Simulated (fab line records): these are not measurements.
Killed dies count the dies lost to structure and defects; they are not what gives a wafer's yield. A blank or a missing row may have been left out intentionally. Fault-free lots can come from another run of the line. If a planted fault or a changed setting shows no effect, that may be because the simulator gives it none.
Split-lot study :: flow n5_finfet :: 21 wafers read from 7 lots, route of 1938 steps

## ON THE SPLIT
At N5_BEOL_M2_DESCUM_33 (chemistry O2, time 7 s), the setting time_s was moved away from the recipe's 7 s on 7 of the 21 wafers read, by -16.1% to +16.7%. All remaining wafers had this setting at the recipe value.

## FROM THE SPLIT TO THE READING: what the file shows between them, 3 steps
- N5_BEOL_M2_ETCH_77: etches underlayer in N2/H2, target depth 6.5 nm, time 5.2 s
- N5_BEOL_M2_ETCH_69: etches SiARC in CF4, target depth 15.6 nm, time 26 s
- N5_BEOL_M2_ALD_98: deposits SiO2, target thk 2.5 nm, pulse time 1 s, co reactant pulse time 1 s

## THE READING
CAR-EUV_of_BEOL_M2_COAT_22.thk_nm (the simulator's own value, which no gauge read), in nm, at N5_BEOL_M2_ETCHBACK_99 (etches SiO2 in CHF3, target depth 5 nm, time 10.4 s). The file gives no usual value for it. Across the 14 wafers here that went through the recipe, the average is 10.4 nm and the standard deviation 0.13 nm.

wafer: L074.2
tool, chamber at the split: rie_diel-06, 0
time_s as run, s: 5.87
against the recipe: -16.1%
CAR-EUV_of_BEOL_M2_COAT_22.thk_nm, nm: 11
against lot-mates on the recipe: +0.7

wafer: L074.4
tool, chamber at the split: rie_diel-06, 1,2
time_s as run, s: 7
against the recipe: recipe
CAR-EUV_of_BEOL_M2_COAT_22.thk_nm, nm: 10.2
against lot-mates on the recipe: -

wafer: L074.5
tool, chamber at the split: rie_diel-06, 1,2
time_s as run, s: 7
against the recipe: recipe
CAR-EUV_of_BEOL_M2_COAT_22.thk_nm, nm: 10.4
against lot-mates on the recipe: -

wafer: L079.1
tool, chamber at the split: rie_diel-06, 3
time_s as run, s: 7
against the recipe: recipe
CAR-EUV_of_BEOL_M2_COAT_22.thk_nm, nm: 10.2
against lot-mates on the recipe: -

wafer: L079.2
tool, chamber at the split: rie_diel-06, 1
time_s as run, s: 7
against the recipe: recipe
CAR-EUV_of_BEOL_M2_COAT_22.thk_nm, nm: 10.4
against lot-mates on the recipe: -

wafer: L079.6
tool, chamber at the split: rie_diel-06, 1
time_s as run, s: 7
against the recipe: recipe
CAR-EUV_of_BEOL_M2_COAT_22.thk_nm, nm: 10.6
against lot-mates on the recipe: -

wafer: L088.2
tool, chamber at the split: rie_diel-04, 0,2,0
time_s as run, s: 7
against the recipe: recipe
CAR-EUV_of_BEOL_M2_COAT_22.thk_nm, nm: 10.6
against lot-mates on the recipe: -

wafer: L088.6
tool, chamber at the split: rie_diel-04, 0,2,0
time_s as run, s: 7
against the recipe: recipe
CAR-EUV_of_BEOL_M2_COAT_22.thk_nm, nm: 10.6
against lot-mates on the recipe: -

wafer: L088.4
tool, chamber at the split: rie_diel-04, 0,2,0
time_s as run, s: 7
against the recipe: recipe
CAR-EUV_of_BEOL_M2_COAT_22.thk_nm, nm: 10.4
against lot-mates on the recipe: -

wafer: L086.2
tool, chamber at the split: rie_diel-06, 2
time_s as run, s: 7
against the recipe: recipe
CAR-EUV_of_BEOL_M2_COAT_22.thk_nm, nm: 10.4
against lot-mates on the recipe: -

wafer: L086.5
tool, chamber at the split: rie_diel-06, 3
time_s as run, s: 8.167
against the recipe: +16.7%
CAR-EUV_of_BEOL_M2_COAT_22.thk_nm, nm: 9.8
against lot-mates on the recipe: -0.6

wafer: L086.6
tool, chamber at the split: rie_diel-06, 0
time_s as run, s: 8.167
against the recipe: +16.7%
CAR-EUV_of_BEOL_M2_COAT_22.thk_nm, nm: 10
against lot-mates on the recipe: -0.4

wafer: L087.1
tool, chamber at the split: rie_diel-01, 1,2
time_s as run, s: 7
against the recipe: recipe
CAR-EUV_of_BEOL_M2_COAT_22.thk_nm, nm: 10.4
against lot-mates on the recipe: -

wafer: L087.3
tool, chamber at the split: rie_diel-01, 1,2
time_s as run, s: 7
against the recipe: recipe
CAR-EUV_of_BEOL_M2_COAT_22.thk_nm, nm: 10.4
against lot-mates on the recipe: -

wafer: L087.4
tool, chamber at the split: rie_diel-01, 3
time_s as run, s: 6.023
against the recipe: -14.0%
CAR-EUV_of_BEOL_M2_COAT_22.thk_nm, nm: 11
against lot-mates on the recipe: +0.6

wafer: L089.1
tool, chamber at the split: rie_diel-04, 0,1,2
time_s as run, s: 7
against the recipe: recipe
CAR-EUV_of_BEOL_M2_COAT_22.thk_nm, nm: 10.4
against lot-mates on the recipe: -

wafer: L089.3
tool, chamber at the split: rie_diel-04, 0,1,2
time_s as run, s: 7
against the recipe: recipe
CAR-EUV_of_BEOL_M2_COAT_22.thk_nm, nm: 10.4
against lot-mates on the recipe: -

wafer: L089.5
tool, chamber at the split: rie_diel-04, 0,1,2
time_s as run, s: 7
against the recipe: recipe
CAR-EUV_of_BEOL_M2_COAT_22.thk_nm, nm: 10.2
against lot-mates on the recipe: -

wafer: L090.3
tool, chamber at the split: rie_diel-01, 0
time_s as run, s: 7.583
against the recipe: +8.3%
CAR-EUV_of_BEOL_M2_COAT_22.thk_nm, nm: 10
against lot-mates on the recipe: no lot-mate on the recipe

wafer: L090.5
tool, chamber at the split: rie_diel-01, 1,2
time_s as run, s: 7.583
against the recipe: +8.3%
CAR-EUV_of_BEOL_M2_COAT_22.thk_nm, nm: 10.2
against lot-mates on the recipe: no lot-mate on the recipe

wafer: L090.6
tool, chamber at the split: rie_diel-01, 1,2
time_s as run, s: 7.583
against the recipe: +8.3%
CAR-EUV_of_BEOL_M2_COAT_22.thk_nm, nm: 10.2
against lot-mates on the recipe: no lot-mate on the recipe
Rows listing several chambers each stand for several wafers; the file does not say which wafer went through which chamber.

FIT RESULTS
A straight line over all 21 wafers: CAR-EUV_of_BEOL_M2_COAT_22.thk_nm changes by -0.0344 nm for each +1% of time_s; r = -0.90; the points scatter about the line by 0.13 nm.
The same after taking each lot's own level away (the mean of its wafers on the recipe; 18 wafers): -0.036 nm for each +1%; r = -0.93; scatter 0.11 nm.
Per that fit: largest time_s move, reading shift of 0.6 nm.
Across the lots, their own levels run from 10.30 to 10.53 nm, a range of 1.8 times the standard deviation given above.
The two slopes are in agreement: the lot-to-lot level therefore moves the slope only a little.
Check: -0.566 nm against its lot-mates is what the line predicts for one of the wafers moved furthest among these (+16.7%) when that wafer is left out of the fit. It came out at -0.6 nm against them.

## OTHER SPLITS APPLIED TO THESE WAFERS
Note: prior to the reading, these wafers also went through further splits. Each is held against what the fit with the lots' levels taken away leaves over:
other split on the same wafers: N5_BEOL_M2_COAT_67 spin_rpm
wafers away from the commonest value: 7
r with CAR-EUV_of_BEOL_M2_COAT_22.thk_nm (lot level and that fit taken away): -0.16

## THE WHOLE CHAIN: every reading that the file lists as answering this split, in the file's order
step: N5_BEOL_M2_DESCUM_33
what it does: chemistry O2, time 7 s
reading: CAR-EUV_of_BEOL_M2_COAT_22.thk_nm (the simulator's own value, which no gauge read)
change (the file's fit): -0.036 nm for each +1% of the setting
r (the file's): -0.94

step: N5_BEOL_M2_ETCH_77
what it does: etches underlayer in N2/H2, target depth 6.5 nm, time 5.2 s
reading: CAR-EUV_of_BEOL_M2_COAT_22.thk_nm (the simulator's own value, which no gauge read)
change (the file's fit): -0.0465 nm for each +1% of the setting
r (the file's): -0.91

step: N5_BEOL_M2_ETCHBACK_99
what it does: etches SiO2 in CHF3, target depth 5 nm, time 10.4 s
reading: CAR-EUV_of_BEOL_M2_COAT_22.thk_nm (the simulator's own value, which no gauge read)
change (the file's fit): -0.0382 nm for each +1% of the setting
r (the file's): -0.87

## THE FILE'S OWN FIT
CAR-EUV_of_BEOL_M2_COAT_22.thk_nm changes by -0.0382 nm for each +1% of time_s, r = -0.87.
